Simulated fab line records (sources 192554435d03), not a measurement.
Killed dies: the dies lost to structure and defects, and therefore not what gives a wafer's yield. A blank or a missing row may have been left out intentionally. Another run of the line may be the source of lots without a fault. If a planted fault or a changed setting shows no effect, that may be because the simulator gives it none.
Lot-split experiment | flow n5_finfet | on a route of 1938 steps: 7 lots, 21 wafers read

== THE SPLIT ITSELF ==
At N5_BEOL_M14_EXPOSE_07 (exposes mask V13), the setting dose_mj was moved away from the recipe's 57 on 7 of the 21 wafers read, by -7.1% to -2.0%. All remaining wafers had this setting at the recipe value.

== FROM THE SPLIT TO THE READING: what the file shows between them, 6 steps ==
- N5_BEOL_M14_PEB_08: peb time 90 s
- N5_BEOL_M14_DEVELOP_09: develop time 45 s
- N5_BEOL_M14_HARDBAKE_14: time 120 s
- N5_BEOL_M14_CD_MEAS_10: target cd 250 nm
- N5_BEOL_M14_STRIP_71: strips in post etch residue remover, time 60 s
- N5_BEOL_M14_SRD_72: time 30 s, dry time 30 s

== THE READING ==
Shown in nm: cd_nm at N5_BEOL_M14_CD_MEAS_17, with target cd 250 nm. Fault-free wafers of this fab line usually give 252 nm, standard deviation 3.1 nm.

wafer  | tool, chamber at the split | dose_mj as run | against the recipe | cd_nm, nm | against lot-mates on the recipe
L081.1 | krf_scanner-02, 0          | 57             | recipe             | 249       | -
L081.2 | krf_scanner-02, 0          | 57             | recipe             | 249       | -
L081.3 | krf_scanner-02, 0          | 55.72          | -2.2%              | 246       | -3
L082.2 | krf_scanner-02, 0          | 57             | recipe             | 251       | -
L082.4 | krf_scanner-02, 0          | 57             | recipe             | 246       | -
L082.6 | krf_scanner-02, 0          | 57             | recipe             | 250       | -
L083.3 | krf_scanner-02, 0          | 57             | recipe             | 254       | -
L083.4 | krf_scanner-02, 0          | 57             | recipe             | 250       | -
L083.6 | krf_scanner-02, 0          | 57             | recipe             | 249       | -
L087.1 | krf_scanner-02, 0          | 57             | recipe             | 247       | -
L087.2 | krf_scanner-02, 0          | 52.97          | -7.1%              | 235       | -12
L087.3 | krf_scanner-02, 0          | 57             | recipe             | 247       | -
L088.1 | krf_scanner-02, 0          | 57             | recipe             | 249       | -
L088.4 | krf_scanner-02, 0          | 55.87          | -2.0%              | 245       | -4
L088.6 | krf_scanner-02, 0          | 55.87          | -2.0%              | 246       | -3
L086.1 | krf_scanner-02, 0          | 55.09          | -3.4%              | 243       | -4
L086.2 | krf_scanner-02, 0          | 55.09          | -3.4%              | 243       | -4
L086.3 | krf_scanner-02, 0          | 57             | recipe             | 247       | -
L090.2 | krf_scanner-02, 0          | 57             | recipe             | 249       | -
L090.4 | krf_scanner-02, 0          | 57             | recipe             | 247       | -
L090.6 | krf_scanner-02, 0          | 54.22          | -4.9%              | 240       | -8

THE FIT
A straight line over all 21 wafers: cd_nm changes by +1.86 nm for each +1% of dose_mj; r = +0.91; the points scatter about the line by 1.8 nm.
The same after taking each lot's own level away (the mean of its wafers on the recipe; 21 wafers): +1.58 nm for each +1%; r = +0.92; scatter 1.4 nm.
That fit puts the effect of the largest move of dose_mj on the reading at 11 nm.
The lots' own levels span 247.0 to 251.0 nm, that is 1.3 times the standard deviation above.
Hence the slope depends on the lot-to-lot level, as the two fits are not the same.
Check: -10.3 nm against its lot-mates is what the line predicts for one of the wafers moved furthest among these (-7.1%) when that wafer is left out of the fit. Against them it came out at -12 nm.

== OTHER SPLITS ON THESE WAFERS ==
Note: prior to the reading, these wafers also went through further splits. Each is held against what the fit with the lots' levels taken away leaves over:
other split on the same wafers | wafers away from the commonest value | r with cd_nm (lot level and that fit taken away)
N5_BEOL_M13_ILD_DEP_00 time_s  | 8                                    | -0.04
N5_BEOL_M13_COAT_58 spin_rpm   | 7                                    | +0.21

== THE WHOLE CHAIN: every reading that the file lists as answering this split, in the file's order ==
step                   | what it does     | reading | change (the file's fit)              | r (the file's)
N5_BEOL_M14_CD_MEAS_10 | target cd 250 nm | cd_nm   | +1.71 nm for each +1% of the setting | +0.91
N5_BEOL_M14_CD_MEAS_17 | target cd 250 nm | cd_nm   | +1.63 nm for each +1% of the setting | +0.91

== THE FILE'S OWN FIT ==
cd_nm changes by +1.63 nm for each +1% of dose_mj, r = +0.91.
